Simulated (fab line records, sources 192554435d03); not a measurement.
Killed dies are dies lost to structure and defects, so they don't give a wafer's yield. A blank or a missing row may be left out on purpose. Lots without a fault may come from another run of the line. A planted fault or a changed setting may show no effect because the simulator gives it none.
Split-lot experiment | flow n5_finfet | 7 lots, 21 wafers read, on a route of 1938 steps

THE SPLIT
At N5_BEOL_M14_SPUTTER_43 (material TaN, target thk 15 nm, time 24.19 s), the setting power_w was moved away from the recipe's 15000 W on 6 of the 21 wafers read, by -9.0% to +17.0%. The other wafers ran this setting at the recipe's value.

The reading is taken at the split's own step.

THE READING
TaN_of_BEOL_M14_SPUTTER_43.thk_nm (the simulator's own value, which no gauge read), in nm, at N5_BEOL_M14_SPUTTER_43 (material TaN, target thk 15 nm, time 24.19 s). The file gives no usual value for it. The 15 wafers here that ran the recipe average 14.9 nm, standard deviation 0.17 nm.

wafer  | tool, chamber at the split | power_w as run, W | against the recipe | TaN_of_BEOL_M14_SPUTTER_43.thk_nm, nm | against lot-mates on the recipe
L076.2 | pvd_sputter-01, -          | 15000             | recipe             | 15                                    | -
L076.3 | pvd_sputter-01, -          | 17550             | +17.0%             | 17.6                                  | +2.6
L076.4 | pvd_sputter-01, -          | 17550             | +17.0%             | 17.6                                  | +2.6
L078.2 | pvd_sputter-01, -          | 15000             | recipe             | 15                                    | -
L078.5 | pvd_sputter-01, -          | 15000             | recipe             | 15                                    | -
L078.3 | pvd_sputter-01, -          | 15000             | recipe             | 15.2                                  | -
L080.1 | pvd_sputter-03, -          | 16090             | +7.3%              | 16                                    | +1.4
L080.2 | pvd_sputter-03, -          | 15000             | recipe             | 14.6                                  | -
L080.3 | pvd_sputter-03, -          | 16090             | +7.3%              | 15.8                                  | +1.2
L083.1 | pvd_sputter-02, -          | 13650             | -9.0%              | 13.6                                  | -1.2
L083.3 | pvd_sputter-02, -          | 15000             | recipe             | 14.8                                  | -
L083.6 | pvd_sputter-02, -          | 15000             | recipe             | 14.8                                  | -
L084.2 | pvd_sputter-03, -          | 15000             | recipe             | 14.8                                  | -
L084.3 | pvd_sputter-03, -          | 15000             | recipe             | 14.8                                  | -
L084.4 | pvd_sputter-03, -          | 15000             | recipe             | 14.8                                  | -
L086.2 | pvd_sputter-02, -          | 15000             | recipe             | 15.2                                  | -
L086.6 | pvd_sputter-02, -          | 15000             | recipe             | 15.2                                  | -
L086.4 | pvd_sputter-02, -          | 15000             | recipe             | 15                                    | -
L097.3 | pvd_sputter-02, -          | 15000             | recipe             | 15                                    | -
L097.6 | pvd_sputter-02, -          | 15000             | recipe             | 15                                    | -
L097.5 | pvd_sputter-02, -          | 15750             | +5.0%              | 15.8                                  | +0.8

THE FIT
A straight line over all 21 wafers: TaN_of_BEOL_M14_SPUTTER_43.thk_nm changes by +0.153 nm for each +1% of power_w; r = +0.98; the points scatter about the line by 0.17 nm.
The same after taking each lot's own level away (the mean of its wafers on the recipe; 21 wafers): +0.153 nm for each +1%; r = +1.00; scatter 0.092 nm.
On that fit, the largest move of power_w shifts the reading by 2.6 nm.
The lots' own levels span 14.60 to 15.13 nm, that is 3.1 times the standard deviation above.
So the lot-to-lot level changes the slope little: the two slopes agree.
Check: with one of the wafers moved furthest among these (+17.0%) left out of the fit, the line predicts +2.65 nm for it against its lot-mates. It came out at +2.6 nm against them.

OTHER SPLITS ON THESE WAFERS
These wafers also went through other splits before the reading. Each is held against what the fit with the lots' levels taken away leaves over:
other split on the same wafers | wafers away from the commonest value | r with TaN_of_BEOL_M14_SPUTTER_43.thk_nm (lot level and that fit taken away)
N5_BEOL_M14_ETCH_68 time_s     | 7                                    | +0.20

THE FILE'S OWN FIT
TaN_of_BEOL_M14_SPUTTER_43.thk_nm changes by +0.153 nm for each +1% of power_w, r = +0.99.
